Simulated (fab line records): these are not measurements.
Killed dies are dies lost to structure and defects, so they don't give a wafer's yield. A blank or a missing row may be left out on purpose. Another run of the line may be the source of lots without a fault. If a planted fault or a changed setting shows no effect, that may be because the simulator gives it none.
fab line records	flow nand_harc
record lots=24	wafers=72	last_day=33
route steps=1302 shown A_CONTACT@1027
lots untouched by any fault: they come from a run of this same line in which no faults occurred
start_h: the number of hours between the record's first day and the start of the first shown wafer of the lot	wait_h: how many hours have passed since the lot's step before this one	" same as the row above	L1.1+2: a row that stands for several wafers	- no value, or no start given	* or withheld: withheld	< > ~ a bound
route shown NAME@n: a module of which the file shows steps, and the number in the route of the first	usual: mean/standard deviation of fault-free wafers	same: alike in all rows	chamber/n: place in a boat	sites: the reading at each site	_std_site: standard deviation across them	_edge_site: the outer-site mean with the inner-site mean subtracted	radius_mm: how far each site lies from the wafer's centre	mask NAME#n: copy n	behind: the last tool/chamber to shape the wafer	hold: reason for holding the lot/hours on hold/outcome of the hold	device: which transistor (n, p or np) failed to switch	end of line: the route-end tests of the same wafers	a step with no rows: only its recipe	killed: the dies lost at the first sort to structure and to defects; this is not the yield of the wafer	map: the dies of a wafer, with x for killed, . for not killed, _ for no die there
set.NAME: the run value of the setting; set.NAME@STEP: its run value at that earlier step	model.NAME: the simulator's own value behind a step, which no gauge read
route steps across a sampled set of lots; one table per step, one row per wafer
services: from which hour (start_h, from the record's first day; less than 0 if before it) a tool's chamber was out of use, for how many hours, and why
## steps
# step NHARC_A_CONTACT_DEP_57
# recipe target_thk_a=53000	temp_c=400	material=aC
# usual throttle_valve_pct=35.000/0.009
lot.wafer	tool	chamber	start_h	wait_h	throttle_valve_pct
L074.3	acl_dep-01	0	491.49	-	34.985
L074.5	"	0	492.55	-	34.995
L074.6	"	0	"	"	34.995
L075.1	acl_dep-03	0	502.37	-	35.011
L075.5	"	0	504.53	-	34.999
L075.6	"	0	"	"	34.993
L076.1	acl_dep-02	0	511.67	-	34.996
L076.3	"	0	512.75	-	35.004
L076.6	"	0	514.38	-	34.988
L077.2	acl_dep-02	0	517.30	-	35.000
L077.4	"	0	518.36	-	34.997
L077.6	"	0	519.41	-	35.000
L078.2	acl_dep-01	0	519.06	-	34.991
L078.4	"	0	520.14	-	35.022
L078.6	"	0	521.22	-	34.991
L079.1	acl_dep-03	0	542.09	-	35.009
L079.2	"	0	"	"	34.990
L079.6	"	0	544.80	-	35.008
L081.4	acl_dep-03	0	565.22	-	34.996
L081.5	"	0	"	"	35.000
L081.6	"	0	"	"	35.000
L080.2	acl_dep-02	0	565.37	-	34.995
L080.3	"	0	"	"	34.995
L080.5	"	0	566.96	-	35.004
L082.2	acl_dep-02	0	579.50	-	34.989
L082.4	"	0	580.57	-	35.011
L082.6	"	0	581.64	-	34.992
L084.2	acl_dep-02	0	596.28	-	35.014
L084.3	"	0	"	"	35.009
L084.6	"	0	598.41	-	35.006
L083.1	acl_dep-03	0	600.72	-	35.006
L083.2	"	0	"	"	35.005
L083.4	"	0	602.30	-	34.991
L085.1	acl_dep-02	0	602.67	-	35.006
L085.3	"	0	603.75	-	34.988
L085.6	"	0	605.37	-	34.991
L087.1	acl_dep-01	0	611.71	-	34.995
L087.3	"	0	612.77	-	35.007
L087.4	"	0	"	"	35.004
L086.1	acl_dep-03	0	613.95	-	34.996
L086.5	"	0	616.08	-	34.997
L086.6	"	0	"	"	34.992
L089.1	acl_dep-03	0	630.86	-	35.010
L089.2	"	0	"	"	34.996
L089.3	"	0	"	"	35.008
L088.3	acl_dep-03	0	635.15	-	34.988
L088.4	"	0	"	"	34.993
L088.6	"	0	636.78	-	34.995
L090.1	acl_dep-03	0	655.84	-	34.992
L090.2	"	0	"	"	35.009
L090.5	"	0	658.03	-	34.990
L091.1	acl_dep-02	0	657.46	-	34.997
L091.2	"	0	"	"	34.985
L091.3	"	0	"	"	35.007
L093.1	acl_dep-03	0	685.77	-	35.005
L093.3	"	0	686.83	-	34.997
L093.5	"	0	687.90	-	34.995
L094.3	acl_dep-03	0	690.96	-	34.999
L094.4	"	0	"	"	34.998
L094.5	"	0	"	"	35.002
L092.2	acl_dep-02	0	691.75	-	34.983
L092.4	"	0	692.83	-	35.000
L092.6	"	0	693.92	-	34.998
L095.2	acl_dep-03	0	705.45	-	35.013
L095.3	"	0	"	"	35.011
L095.6	"	0	707.59	-	34.991
L096.1	acl_dep-01	0	708.59	-	35.001
L096.2	"	0	"	"	35.010
L096.4	"	0	710.20	-	35.005
L097.4	acl_dep-02	0	721.75	-	34.997
L097.5	"	0	"	"	35.007
L097.6	"	0	"	"	35.010
# step NHARC_A_CONTACT_ETCH_124
# recipe source_w=withheld	pressure_mtorr=20	bias_v=withheld	time_s=140	target_depth_a=7000	ar_flow_sccm=withheld	c4f8_flow_sccm=withheld	o2_flow_sccm=withheld	chemistry=C4F8/O2/Ar
lot.wafer	tool	chamber	start_h	wait_h	rf_hours_counter_h
L074.3	har_cap_etch-02	0	496.16	-	-
L074.5	"	0	"	"	-
L074.6	"	1	"	"	-
L075.1	har_cap_etch-03	1	508.12	-	41
L075.5	"	0	"	"	-
L075.6	"	1	"	"	-
L076.1	har_cap_etch-02	0	517.31	-	95
L076.3	"	0	"	"	-
L076.6	"	1	"	"	-
L077.2	har_cap_etch-03	1	522.31	-	45
L077.4	"	1	"	"	-
L077.6	"	1	"	"	-
L078.2	har_cap_etch-01	0	524.27	-	1
L078.4	"	0	"	"	-
L078.6	"	1	"	"	-
L079.1	har_cap_etch-03	1	547.81	-	49
L079.2	"	0	"	"	49
L079.6	"	0	"	"	-
L081.4	har_cap_etch-01	1	569.21	-	-
L081.5	"	1	"	"	-
L081.6	"	0	"	"	-
L080.2	har_cap_etch-03	1	570.59	-	52
L080.3	"	1	"	"	-
L080.5	"	0	"	"	-
L082.2	har_cap_etch-02	0	584.65	-	105
L082.4	"	1	"	"	-
L082.6	"	1	"	"	-
L084.2	har_cap_etch-02	1	601.44	-	108
L084.3	"	1	"	"	-
L084.6	"	0	"	"	-
L083.2	har_cap_etch-02	1	606.34	-	110
L083.1	"	0	"	"	110
L083.4	"	0	"	"	-
L085.1	har_cap_etch-03	1	608.28	-	59
L085.3	"	1	"	"	-
L085.6	"	1	"	"	-
L087.1	har_cap_etch-02	0	617.28	-	112
L087.3	"	1	"	"	-
L087.4	"	0	"	"	-
L086.1	har_cap_etch-01	0	619.93	-	18
L086.6	"	1	"	"	-
L086.5	"	0	"	"	-
L089.1	har_cap_etch-03	0	636.40	-	65
L089.2	"	1	"	"	65
L089.3	"	1	"	"	-
L088.4	har_cap_etch-02	1	639.86	-	-
L088.3	"	0	"	"	-
L088.6	"	0	"	"	-
L090.1	har_cap_etch-03	0	661.46	-	68
L090.2	"	1	"	"	68
L090.5	"	0	"	"	-
L091.1	har_cap_etch-02	0	663.04	-	120
L091.2	"	1	"	"	120
L091.3	"	1	"	"	-
L093.1	har_cap_etch-02	0	691.80	-	124
L093.3	"	1	"	"	-
L093.5	"	1	"	"	-
L094.3	har_cap_etch-01	1	695.54	-	-
L094.4	"	0	"	"	-
L094.5	"	1	"	"	-
L092.2	har_cap_etch-03	1	696.97	-	73
L092.4	"	1	"	"	-
L092.6	"	1	"	"	-
L095.2	har_cap_etch-03	1	710.64	-	76
L095.3	"	1	"	"	-
L095.6	"	0	"	"	-
L096.2	har_cap_etch-02	1	714.27	-	130
L096.1	"	0	"	"	130
L096.4	"	1	"	"	-
L097.4	har_cap_etch-03	0	726.26	-	-
L097.6	"	1	"	"	-
L097.5	"	0	"	"	-
# step NHARC_A_CONTACT_ETCH_125
# recipe source_w=withheld	pressure_mtorr=20	bias_v=3000	time_s=197	target_depth_a=19180	ar_flow_sccm=withheld	c4f8_flow_sccm=withheld	o2_flow_sccm=withheld	chemistry=C4F8/O2/Ar
lot.wafer	tool	chamber	start_h	wait_h	rf_hours_counter_h
L074.3	har_cap_etch-02	0	496.35	0.2	-
L074.5	"	0	"	"	-
L074.6	"	1	"	"	-
L075.1	har_cap_etch-03	1	508.31	0.2	42
L075.5	"	0	"	"	-
L075.6	"	1	"	"	-
L076.1	har_cap_etch-02	0	517.50	0.2	95
L076.3	"	0	"	"	-
L076.6	"	1	"	"	-
L077.2	har_cap_etch-03	1	522.51	0.2	46
L077.4	"	1	"	"	-
L077.6	"	1	"	"	-
L078.2	har_cap_etch-01	0	524.46	0.2	1
L078.4	"	0	"	"	-
L078.6	"	1	"	"	-
L079.1	har_cap_etch-03	1	548.01	0.2	49
L079.2	"	0	"	"	49
L079.6	"	0	"	"	-
L081.4	har_cap_etch-01	1	569.40	0.2	-
L081.5	"	1	"	"	-
L081.6	"	0	"	"	-
L080.2	har_cap_etch-03	1	570.78	0.2	52
L080.3	"	1	"	"	-
L080.5	"	0	"	"	-
L082.2	har_cap_etch-02	0	584.92	0.2	105
L082.4	"	1	"	"	-
L082.6	"	1	"	"	-
L084.2	har_cap_etch-02	1	601.64	0.2	108
L084.3	"	1	"	"	-
L084.6	"	0	"	"	-
L083.2	har_cap_etch-02	1	606.53	0.2	110
L083.1	"	0	"	"	110
L083.4	"	0	"	"	-
L085.1	har_cap_etch-03	1	608.48	0.2	60
L085.3	"	1	"	"	-
L085.6	"	1	"	"	-
L087.1	har_cap_etch-02	0	617.47	0.2	112
L087.3	"	1	"	"	-
L087.4	"	0	"	"	-
L086.1	har_cap_etch-01	0	620.12	0.2	18
L086.6	"	1	"	"	-
L086.5	"	0	"	"	-
L089.1	har_cap_etch-03	0	636.60	0.2	65
L089.2	"	1	"	"	65
L089.3	"	1	"	"	-
L088.4	har_cap_etch-02	1	640.06	0.2	-
L088.3	"	0	"	"	-
L088.6	"	0	"	"	-
L090.1	har_cap_etch-03	0	661.66	0.2	68
L090.2	"	1	"	"	68
L090.5	"	0	"	"	-
L091.1	har_cap_etch-02	0	663.25	0.2	120
L091.2	"	1	"	"	120
L091.3	"	1	"	"	-
L093.1	har_cap_etch-02	0	691.99	0.2	125
L093.3	"	1	"	"	-
L093.5	"	1	"	"	-
L094.3	har_cap_etch-01	1	695.73	0.2	-
L094.4	"	0	"	"	-
L094.5	"	1	"	"	-
L092.2	har_cap_etch-03	1	697.24	0.2	73
L092.4	"	1	"	"	-
L092.6	"	1	"	"	-
L095.2	har_cap_etch-03	1	710.90	0.2	77
L095.3	"	1	"	"	-
L095.6	"	0	"	"	-
L096.2	har_cap_etch-02	1	714.46	0.2	130
L096.1	"	0	"	"	130
L096.4	"	1	"	"	-
L097.4	har_cap_etch-03	0	726.51	0.2	-
L097.6	"	1	"	"	-
L097.5	"	0	"	"	-
# step NHARC_A_CONTACT_ETCH_127
# recipe source_w=withheld	pressure_mtorr=20	bias_v=3000	time_s=197	target_depth_a=19180	ar_flow_sccm=withheld	c4f8_flow_sccm=withheld	o2_flow_sccm=withheld	chemistry=C4F8/O2/Ar
lot.wafer	tool	chamber	start_h	wait_h	rf_hours_counter_h
L074.3	har_cap_etch-02	0	496.70	0.1	-
L074.5	"	0	"	"	-
L074.6	"	1	"	"	-
L075.1	har_cap_etch-03	1	508.67	0.1	42
L075.5	"	0	"	"	-
L075.6	"	1	"	"	-
L076.1	har_cap_etch-02	0	517.86	0.1	96
L076.3	"	0	"	"	-
L076.6	"	1	"	"	-
L077.2	har_cap_etch-03	1	522.86	0.1	46
L077.4	"	1	"	"	-
L077.6	"	1	"	"	-
L078.2	har_cap_etch-01	0	524.82	0.1	2
L078.4	"	0	"	"	-
L078.6	"	1	"	"	-
L079.1	har_cap_etch-03	1	548.36	0.1	49
L079.2	"	0	"	"	49
L079.6	"	0	"	"	-
L081.4	har_cap_etch-01	1	569.76	0.1	-
L081.5	"	1	"	"	-
L081.6	"	0	"	"	-
L080.2	har_cap_etch-03	1	571.14	0.1	52
L080.3	"	1	"	"	-
L080.5	"	0	"	"	-
L082.2	har_cap_etch-02	0	585.38	0.2	106
L082.4	"	1	"	"	-
L082.6	"	1	"	"	-
L084.2	har_cap_etch-02	1	601.99	0.1	109
L084.3	"	1	"	"	-
L084.6	"	0	"	"	-
L083.2	har_cap_etch-02	1	606.88	0.1	111
L083.1	"	0	"	"	111
L083.4	"	0	"	"	-
L085.1	har_cap_etch-03	1	608.84	0.1	60
L085.3	"	1	"	"	-
L085.6	"	1	"	"	-
L087.1	har_cap_etch-02	0	617.83	0.1	112
L087.3	"	1	"	"	-
L087.4	"	0	"	"	-
L086.1	har_cap_etch-01	0	620.48	0.1	19
L086.6	"	1	"	"	-
L086.5	"	0	"	"	-
L089.1	har_cap_etch-03	0	636.95	0.1	65
L089.2	"	1	"	"	65
L089.3	"	1	"	"	-
L088.4	har_cap_etch-02	1	640.41	0.1	-
L088.3	"	0	"	"	-
L088.6	"	0	"	"	-
L090.1	har_cap_etch-03	0	662.02	0.2	68
L090.2	"	1	"	"	68
L090.5	"	0	"	"	-
L091.1	har_cap_etch-02	0	663.60	0.1	121
L091.2	"	1	"	"	121
L091.3	"	1	"	"	-
L093.1	har_cap_etch-02	0	692.35	0.1	125
L093.3	"	1	"	"	-
L093.5	"	1	"	"	-
L094.3	har_cap_etch-01	1	696.09	0.1	-
L094.4	"	0	"	"	-
L094.5	"	1	"	"	-
L092.2	har_cap_etch-03	1	697.71	0.2	74
L092.4	"	1	"	"	-
L092.6	"	1	"	"	-
L095.2	har_cap_etch-03	1	711.37	0.2	77
L095.3	"	1	"	"	-
L095.6	"	0	"	"	-
L096.2	har_cap_etch-02	1	714.82	0.1	130
L096.1	"	0	"	"	130
L096.4	"	1	"	"	-
L097.4	har_cap_etch-03	0	726.98	0.2	-
L097.6	"	1	"	"	-
L097.5	"	0	"	"	-
# step NHARC_A_CONTACT_ETCH_129
# recipe source_w=withheld	pressure_mtorr=20	bias_v=3000	time_s=197	target_depth_a=19180	ar_flow_sccm=withheld	c4f8_flow_sccm=withheld	o2_flow_sccm=withheld	chemistry=C4F8/O2/Ar
lot.wafer	tool	chamber	start_h	wait_h	rf_hours_counter_h
L074.3	har_cap_etch-02	0	497.06	0.1	-
L074.5	"	0	"	"	-
L074.6	"	1	"	"	-
L075.1	har_cap_etch-03	1	509.02	0.1	42
L075.5	"	0	"	"	-
L075.6	"	1	"	"	-
L076.1	har_cap_etch-02	0	518.21	0.1	96
L076.3	"	0	"	"	-
L076.6	"	1	"	"	-
L077.2	har_cap_etch-03	1	523.22	0.1	46
L077.4	"	1	"	"	-
L077.6	"	1	"	"	-
L078.2	har_cap_etch-01	0	525.17	0.1	2
L078.4	"	0	"	"	-
L078.6	"	1	"	"	-
L079.1	har_cap_etch-03	1	548.71	0.1	49
L079.2	"	0	"	"	49
L079.6	"	0	"	"	-
L081.4	har_cap_etch-01	1	570.11	0.1	-
L081.5	"	1	"	"	-
L081.6	"	0	"	"	-
L080.2	har_cap_etch-03	1	571.49	0.2	52
L080.3	"	1	"	"	-
L080.5	"	0	"	"	-
L082.2	har_cap_etch-02	0	585.85	0.2	106
L082.4	"	1	"	"	-
L082.6	"	1	"	"	-
L084.2	har_cap_etch-02	1	602.34	0.1	109
L084.3	"	1	"	"	-
L084.6	"	0	"	"	-
L083.2	har_cap_etch-02	1	607.23	0.1	111
L083.1	"	0	"	"	111
L083.4	"	0	"	"	-
L085.1	har_cap_etch-03	1	609.20	0.1	60
L085.3	"	1	"	"	-
L085.6	"	1	"	"	-
L087.1	har_cap_etch-02	0	618.18	0.1	113
L087.3	"	1	"	"	-
L087.4	"	0	"	"	-
L086.1	har_cap_etch-01	0	620.83	0.1	19
L086.6	"	1	"	"	-
L086.5	"	0	"	"	-
L089.1	har_cap_etch-03	0	637.31	0.1	66
L089.2	"	1	"	"	66
L089.3	"	1	"	"	-
L088.4	har_cap_etch-02	1	640.76	0.1	-
L088.3	"	0	"	"	-
L088.6	"	0	"	"	-
L090.1	har_cap_etch-03	0	662.37	0.1	69
L090.2	"	1	"	"	69
L090.5	"	0	"	"	-
L091.1	har_cap_etch-02	0	663.95	0.1	121
L091.2	"	1	"	"	121
L091.3	"	1	"	"	-
L093.1	har_cap_etch-02	0	692.71	0.1	125
L093.3	"	1	"	"	-
L093.5	"	1	"	"	-
L094.3	har_cap_etch-01	1	696.44	0.1	-
L094.4	"	0	"	"	-
L094.5	"	1	"	"	-
L092.2	har_cap_etch-03	1	698.18	0.2	74
L092.4	"	1	"	"	-
L092.6	"	1	"	"	-
L095.2	har_cap_etch-03	1	711.85	0.2	77
L095.3	"	1	"	"	-
L095.6	"	0	"	"	-
L096.2	har_cap_etch-02	1	715.17	0.1	131
L096.1	"	0	"	"	131
L096.4	"	1	"	"	-
L097.4	har_cap_etch-03	0	727.45	0.2	-
L097.6	"	1	"	"	-
L097.5	"	0	"	"	-
# step NHARC_A_CONTACT_DEP_85
# recipe target_thk_a=600	target_thk_nm=60	temp_c=400	pressure_torr=3.5	flow_sccm=200	rf_w=350	material=SiON
# usual heater_power_outer_w=471/66	heater_power_w=751/85
lot.wafer	tool	chamber	start_h	wait_h	heater_power_outer_w	heater_power_w
L074.3	pecvd-02	0	502.00	0.9	424	668
L074.5	"	0	"	"	330	536
L074.6	"	2	"	"	536	846
L075.1	pecvd-02	1	514.77	1.5	603	879
L075.6	"	1	"	"	596	852
L075.5	"	2	"	"	556	863
L076.1	pecvd-04	0	523.51	1.5	478	761
L076.3	"	1	"	"	394	681
L076.6	"	0	"	"	484	746
L077.2	pecvd-03	0	528.29	1.2	510	840
L077.6	"	0	"	"	516	842
L077.4	"	2	"	"	412	699
L078.2	pecvd-03	2	529.57	1.2	397	672
L078.6	"	2	"	"	393	675
L078.4	"	0	"	"	471	798
L079.2	pecvd-02	0	555.62	1.3	346	561
L079.1	"	1	"	"	542	800
L079.6	"	2	"	"	503	781
L081.6	pecvd-04	2	574.66	0.1	467	758
L081.5	"	0	"	"	508	797
L081.4	"	1	"	"	381	663
L080.3	pecvd-04	1	576.07	0.9	435	722
L080.2	"	2	"	"	417	714
L080.5	"	2	"	"	426	711
L082.2	pecvd-03	0	590.84	1.2	545	888
L082.4	"	0	"	"	555	876
L082.6	"	1	"	"	395	725
L084.2	pecvd-04	1	609.84	1.2	429	729
L084.3	"	2	"	"	463	759
L084.6	"	1	"	"	426	751
L083.2	pecvd-02	2	616.68	1.2	497	771
L083.1	"	0	"	"	416	642
L083.4	"	2	"	"	507	804
L085.1	pecvd-02	2	618.39	1.5	537	837
L085.3	"	0	"	"	419	629
L085.6	"	1	"	"	543	771
L087.1	pecvd-02	0	624.45	1.5	370	599
L087.3	"	1	"	"	550	810
L087.4	"	1	"	"	593	817
L086.1	pecvd-04	0	626.15	1.5	508	792
L086.6	"	2	"	"	466	785
L086.5	"	1	"	"	425	734
L089.1	pecvd-02	1	642.76	1.5	538	751
L089.3	"	2	"	"	446	726
L089.2	"	0	"	"	365	590
L088.4	pecvd-03	1	645.41	0.7	444	761
L088.3	"	2	"	"	355	622
L088.6	"	1	"	"	437	787
L090.1	pecvd-03	0	666.96	1.4	575	932
L090.2	"	1	"	"	472	823
L090.5	"	1	"	"	470	819
L091.1	pecvd-02	0	668.90	1.4	430	681
L091.2	"	1	"	"	541	776
L091.3	"	2	"	"	540	833
L093.3	pecvd-04	0	698.97	0.9	476	749
L093.1	"	1	"	"	429	724
L093.5	"	2	"	"	408	704
L094.3	pecvd-02	0	701.34	0.9	437	670
L094.5	"	1	"	"	566	774
L094.4	"	2	"	"	552	857
L092.2	pecvd-03	2	703.16	1.2	391	666
L092.6	"	0	"	"	556	899
L092.4	"	1	"	"	484	818
L095.3	pecvd-02	0	718.75	0.9	417	651
L095.2	"	1	"	"	501	770
L095.6	"	2	"	"	540	854
L096.2	pecvd-02	0	720.19	1.2	429	681
L096.1	"	1	"	"	528	740
L096.4	"	0	"	"	423	668
L097.5	pecvd-02	2	732.63	0.4	521	793
L097.6	"	0	"	"	400	622
L097.4	"	1	"	"	534	779
## services
tool	chamber	start_h	hours	kind
har_cap_etch-03	-	477.98	0.5	repair
acl_dep-03	-	481.07	13.0	pm
har_cap_etch-01	-	497.00	17.0	pm
har_cap_etch-01	0	497.00	17.0	vent_cycle
har_cap_etch-01	1	497.00	17.0	vent_cycle
har_cap_etch-01	0	514.00	-	clean
har_cap_etch-01	1	514.00	-	clean
pecvd-03	-	547.74	13.0	pm
acl_dep-01	-	548.81	13.0	pm
pecvd-03	-	581.13	2.8	repair
pecvd-02	-	589.29	13.0	pm
pecvd-02	0	589.29	13.0	vent_cycle
pecvd-02	1	589.29	13.0	vent_cycle
pecvd-02	2	589.29	13.0	vent_cycle
pecvd-02	0	602.29	-	clean
pecvd-02	1	602.29	-	clean
acl_dep-02	-	609.70	13.0	pm
pecvd-04	-	631.37	13.0	pm
pecvd-03	0	645.23	3.7	repair
pecvd-03	2	660.51	11.5	repair
acl_dep-03	-	662.07	13.0	pm
pecvd-03	-	674.63	1.3	repair
pecvd-03	-	728.74	13.0	pm
acl_dep-01	-	729.81	13.0	pm
## key
fault none
